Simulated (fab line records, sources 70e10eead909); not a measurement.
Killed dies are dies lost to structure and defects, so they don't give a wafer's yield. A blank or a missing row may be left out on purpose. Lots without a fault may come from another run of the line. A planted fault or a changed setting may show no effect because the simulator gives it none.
fab line records | flow nand_harc
record lots=6 wafers=17 last_day=25
route steps=1159 shown A_M1@1029
lots that met no fault: from a run of the same line without faults
start_h: hours from the record's first day to the start of the lot's first wafer shown | wait_h: hours since the lot's step before | " the same as in the row above | L1.1+2: a row that stands for several wafers | - no value, or no start given | * or withheld: withheld | < > ~ a bound
route shown NAME@n: a module of which the file shows steps, and the number in the route of the first | usual: mean/standard deviation of fault-free wafers | same: alike in all rows | chamber/n: place in a boat | sites: the reading at each site | _std_site: their standard deviation | _edge_site: outer sites' mean less inner sites' | radius_mm: how far each site lies from the wafer's centre | mask NAME#n: copy n | behind: the tool/chamber that last shaped the wafer | hold: why the lot was held/for how many hours/how that ended | device: the transistor (n, p or np) that didn't switch | end of line: the same wafers' tests at the end of the route | a step without rows: its recipe alone | killed: dies lost to structure and defects at the first sort, not the wafer's yield | map: a wafer's dies, x killed, . not, _ none there
set.NAME: the setting as run; set.NAME@STEP: as run at that earlier step | model.NAME: the simulator's own value behind a step, which no gauge read
lots at some steps of the route; a table a step, a row a wafer
services: from which hour (start_h, from the record's first day; less than 0 if before it) a tool's chamber was out of use, for how many hours, and why
## steps
# step NHARC_A_M1_COAT_34
# recipe temp_c=200 time_s=65
# step NHARC_A_M1_COAT_03
# recipe spin_rpm=1500 resist_thk_nm=90
# step NHARC_A_M1_SOFTBAKE_04
# recipe temp_c=105 time_s=55
# step NHARC_A_M1_EBR_05
# step NHARC_A_M1_EXPOSE_06
# recipe na=1.35 target_cd_nm=120 dose_mj=75.13 mask_id=A_M1
# step NHARC_A_M1_PEB_07
# recipe peb_temp_c=100 peb_time_s=65
# step NHARC_A_M1_DEVELOP_08
# recipe develop_time_s=35 dev_temp_c=23
# step NHARC_A_M1_CD_MEAS_09
# recipe target_cd_nm=120 landing_energy_ev=500
# usual cd_nm=120.2/0.57
# columns lot.wafer tool chamber start_h wait_h cd_nm
L320.1 cd_sem-02 0 407.81 - 119.6
L320.4 " 0 " " 120.2
L320.5 " 0 " " 119.9
L331.2 cd_sem-01 0 498.55 - 120.8
L331.3 " 0 " " 120.7
L331.5 " 0 " " 120.3
L333.2 cd_sem-01 0 499.99 - 120.3
L333.4 " 0 " " 121.1
L338.4 cd_sem-03 0 518.26 - 120.2
L338.5 " 0 " " 119.5
L338.6 " 0 " " 120.4
L340.3 cd_sem-02 0 535.21 - 120.9
L340.4 " 0 " " 120.4
L340.5 " 0 " " 120.2
L342.2 cd_sem-03 0 545.95 - 120.1
L342.4 " 0 " " 119.5
L342.5 " 0 " " 120.2
# step NHARC_A_M1_OVL_MEAS_10
# recipe pitch_nm=240
# usual overlay_x_nm=0.2/1.1 overlay_y_nm=0.1/0.71
# columns lot.wafer tool chamber start_h wait_h overlay_x_nm overlay_y_nm
L320.1 overlay-01 - 407.90 - 1.2 0.4
L320.4 " - " " 1.1 0.9
L320.5 " - " " 0.7 0.7
L331.2 overlay-01 - 498.64 - 0.2 0.1
L331.3 " - " " 0.4 -0.1
L331.5 " - " " 0.4 -0.5
L333.2 overlay-01 - 500.09 - 1.3 -0.7
L333.4 " - " " 1.0 0.2
L338.4 overlay-01 - 518.34 - -0.9 -1.2
L338.5 " - " " -0.5 -0.8
L338.6 " - " " -0.5 -1.1
L340.3 overlay-01 - 535.29 - 0.8 -1.0
L340.4 " - " " 0.7 -1.4
L340.5 " - " " 0.0 0.0
L342.2 overlay-01 - 546.04 - 2.0 0.9
L342.4 " - " " 1.2 0.7
L342.5 " - " " 1.8 0.5
# step NHARC_A_M1_INSPECT_11
# usual raw_defect_count=32/15
# columns lot.wafer tool chamber start_h wait_h raw_defect_count
L320.1 defect_inspect-02 - 407.94 0.0 38
L320.4 " - " " 41
L320.5 " - " " 44
L331.2 defect_inspect-02 - 498.67 0.0 19
L331.3 " - " " 18
L331.5 " - " " 11
L333.2 defect_inspect-01 - 500.13 0.0 57
L333.4 " - " " 45
L338.4 defect_inspect-01 - 518.38 0.0 59
L338.5 " - " " 57
L338.6 " - " " 63
L340.3 defect_inspect-02 - 535.33 0.0 47
L340.4 " - " " 71
L340.5 " - " " 50
L342.2 defect_inspect-01 - 546.08 0.0 19
L342.4 " - " " 28
L342.5 " - " " 16
# step NHARC_A_M1_DESCUM_14
# recipe time_s=3 o2_flow_sccm=200 ar_flow_sccm=0 bias_power_w=0 chemistry=O2
# usual drypump_motor_current_A=5.7/0.51 o2_flow_sccm=199.9/0.62 oes_product_au=1.001/0.0095 rf_vpp_V=57.9/0.93 showerhead_plenum_p_Torr=1.94/0.11 throttle_valve_pct=11.312/0.009
# columns lot.wafer tool chamber start_h wait_h drypump_motor_current_A o2_flow_sccm oes_product_au rf_hours_counter_h rf_vpp_V showerhead_plenum_p_Torr throttle_valve_pct
L320.1 rie_diel-11 3 408.01 0.1 5.3 199.7 1.014 1.6 55.6 1.80 11.314
L320.4 " 1 " " 5.6 200.5 0.993 1.8 56.8 1.78 11.296
L320.5 " 2 " " 6.1 200.5 1.002 - 58.4 2.01 11.305
L331.2 rie_diel-11 3 498.73 0.1 5.3 199.3 1.023 6.6 55.9 1.80 11.302
L331.3 " 2 " " 6.1 200.8 0.995 6.4 57.3 2.01 11.300
L331.5 " 3 " " 5.3 198.9 1.020 - 57.8 1.80 11.311
L333.2 rie_diel-11 1 500.20 0.1 5.6 200.4 1.005 7.2 58.1 1.78 11.319
L333.4 " 2 " " 6.1 200.5 1.001 6.5 57.3 2.01 11.316
L338.4 rie_diel-07 0 518.45 0.1 5.2 200.1 0.987 9.7 58.4 1.90 11.312
L338.5 " 2 " " 6.4 199.8 0.995 - 58.9 1.96 11.300
L338.6 " 3 " " 6.1 199.3 1.004 - 56.7 1.82 11.310
L340.4 rie_diel-05 1 535.39 0.1 4.8 199.5 0.994 0.1 59.7 2.06 11.320
L340.3 " 3 " " 5.2 199.9 1.006 0.1 58.1 2.05 11.317
L340.5 " 2 " " 6.3 199.2 0.989 - 57.3 2.06 11.317
L342.4 rie_diel-07 3 546.14 0.1 6.1 198.5 1.000 11.8 58.6 1.82 11.319
L342.2 " 1 " " 5.6 199.6 0.995 8.4 58.4 1.89 11.321
L342.5 " 0 " " 5.2 200.4 0.995 - 56.6 1.90 11.320
# step NHARC_A_M1_ETCH_35
# recipe target_depth_a=400 overetch_a=120 time_s=43.94 ion_energy_ev=200 n2_flow_sccm=150 h2_flow_sccm=150 ar_flow_sccm=0 rf_w=400 bias_w=150 chemistry=N2/H2
# usual drypump_motor_current_A=5.7/0.5 n2_flow_sccm=150.0/0.46 oes_product_au=1.000/0.01 rf_vpp_V=431/3.3 run_length_s=65.3/0.45 showerhead_plenum_p_Torr=2.06/0.12 throttle_valve_pct=14.171/0.0096
# columns lot.wafer tool chamber start_h wait_h drypump_motor_current_A n2_flow_sccm oes_product_au rf_hours_counter_h rf_vpp_V run_length_s showerhead_plenum_p_Torr throttle_valve_pct
L320.4 rie_diel-11 0 408.09 0.1 5.3 149.6 1.014 1.9 434 64.6 2.16 14.166
L320.1 " 1 " " 5.6 149.6 1.002 1.8 427 65.5 1.89 14.169
L320.5 " 0 " " 5.3 150.4 1.015 - 433 64.8 2.16 14.175
L331.3 rie_diel-11 2 498.82 0.1 6.2 149.9 0.990 6.4 433 65.2 2.14 14.158
L331.2 " 0 " " 5.3 149.6 1.012 7.0 433 64.7 2.16 14.180
L331.5 " 3 " " 5.3 150.4 1.019 - 427 66.2 1.91 14.169
L333.2 rie_diel-11 2 500.27 0.1 6.2 149.3 1.000 6.5 432 65.0 2.14 14.172
L333.4 " 0 " " 5.3 150.6 1.003 7.2 434 64.8 2.16 14.158
L338.4 rie_diel-07 2 518.52 0.1 6.4 150.2 0.981 9.3 432 64.5 2.09 14.169
L338.6 " 2 " " 6.4 149.4 1.002 - 431 64.5 2.09 14.163
L338.5 " 3 " " 6.1 149.6 1.011 - 427 64.9 1.94 14.159
L340.3 rie_diel-05 1 535.48 0.1 4.8 150.2 0.996 0.2 435 65.9 2.20 14.173
L340.4 " 0 " " 6.5 149.6 0.995 0.1 433 65.4 2.13 14.175
L340.5 " 1 " " 4.8 150.4 1.001 - 435 65.9 2.20 14.167
L342.2 rie_diel-07 2 546.22 0.1 6.4 149.7 1.005 11.2 432 65.0 2.09 14.173
L342.4 " 1 " " 5.6 150.2 0.999 8.5 429 64.6 2.02 14.196
L342.5 " 3 " " 6.1 150.4 1.015 - 426 64.7 1.94 14.151
# step NHARC_A_M1_ETCH_15
# recipe target_depth_a=1825 time_s=91.2 c4f8_flow_sccm=withheld ar_flow_sccm=400 rf_w=600 bias_w=300 chemistry=C4F8/Ar
# usual oes_product_au=0.953/0.022 rf_vpp_V=441/3.4 run_length_s=112.6/0.43
# columns lot.wafer tool chamber start_h wait_h oes_product_au rf_hours_counter_h rf_vpp_V run_length_s
L320.1 rie_diel-11 0 408.17 - 0.995 1.9 444 112.6
L320.4 " 2 " " 0.953 1.5 444 112.3
L320.5 " 0 " " 0.983 - 445 112.0
L331.2 rie_diel-11 0 498.92 - 0.934 7.0 444 99.1
L331.3 " 1 " " 0.939 7.1 436 112.5
L331.5 " 0 " " 0.925 - 445 112.3
L333.2 rie_diel-11 1 500.36 - 0.961 7.2 437 99.5
L333.4 " 0 " " 0.961 7.2 443 99.0
L338.4 rie_diel-07 1 518.62 - 0.979 7.5 440 112.3
L338.5 " 0 " " 0.972 - 441 112.4
L338.6 " 1 " " 0.969 - 441 111.9
L340.3 rie_diel-05 0 535.57 - 0.974 0.1 442 112.9
L340.4 " 1 " " 0.964 0.2 444 113.1
L340.5 " 0 " " 0.979 - 443 112.8
L342.2 rie_diel-07 2 546.31 - 0.927 11.2 442 111.9
L342.4 " 3 " " 0.944 11.9 439 112.3
L342.5 " 3 " " 0.933 - 436 112.6
# step NHARC_A_M1_CD_MEAS_16
# usual cd_nm=120.5/0.78
# columns lot.wafer tool chamber start_h wait_h cd_nm
L320.1 cd_sem-02 - 408.30 - 120.5
L320.4 " - " " 119.8
L320.5 " - " " 120.0
L331.2 cd_sem-03 - 499.05 - 120.8
L331.3 " - " " 121.3
L331.5 " - " " 121.2
L333.2 cd_sem-01 - 500.49 - 121.1
L333.4 " - " " 121.1
L338.4 cd_sem-03 - 518.75 - 120.5
L338.5 " - " " 118.6
L338.6 " - " " 119.5
L340.3 cd_sem-02 - 535.70 - 122.2
L340.4 " - " " 121.0
L340.5 " - " " 121.1
L342.2 cd_sem-02 - 546.44 - 119.7
L342.4 " - " " 118.5
L342.5 " - " " 120.4
## services
# columns tool chamber start_h hours kind
rie_diel-11 0 400.01 - clean
rie_diel-11 1 400.01 - clean
rie_diel-11 2 400.01 - clean
rie_diel-11 3 400.01 - clean
rie_diel-05 2 405.03 1.8 repair
rie_diel-07 - 405.20 9.0 pm
rie_diel-11 0 409.98 2.8 repair
rie_diel-05 1 421.10 2.6 repair
rie_diel-11 0 424.51 - clean
rie_diel-11 1 424.51 - clean
rie_diel-11 2 424.51 - clean
rie_diel-11 3 424.51 - clean
rie_diel-05 3 430.96 18.6 repair
rie_diel-05 1 439.67 4.6 repair
rie_diel-07 2 446.96 3.5 repair
rie_diel-11 0 449.01 - clean
rie_diel-11 1 449.01 - clean
rie_diel-07 0 451.34 10.0 repair
rie_diel-07 - 468.73 0.9 repair
rie_diel-07 1 484.84 18.3 repair
rie_diel-11 3 507.58 1.8 repair
rie_diel-05 - 517.60 9.0 pm
rie_diel-07 1 520.22 5.6 repair
rie_diel-11 - 543.51 9.0 pm
## key
first_sign step=NHARC_A_M1_ETCH_15 reading=run_length_s direction=down sigmas=31 usual=* struck=*
effect none on later readings
met_at NHARC_A_M1_ETCH_15
struck_wafers L331.2,L333.2,L333.4
later_rows_left_out L331.2,L333.4
sort_left_out L331.2,L333.2,L333.4
onset_between 408.17 498.92
fault kind=process_parameter_drift tool=rie_diel-11 chamber=- onset_h=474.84 steps=NHARC_A_M1_ETCH_15 channel=time_s offset=* shape=step end_h=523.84 scope=struck_wafers_only acts_in=* stated=*
# sort_left_out: the simulated sort isn't trusted on such a fault, so these wafers' sort isn't shown, and their yield isn't known
# later_rows_left_out: the simulator's readings of these wafers behind a module that went badly wrong aren't trusted and aren't shown, but for the sort
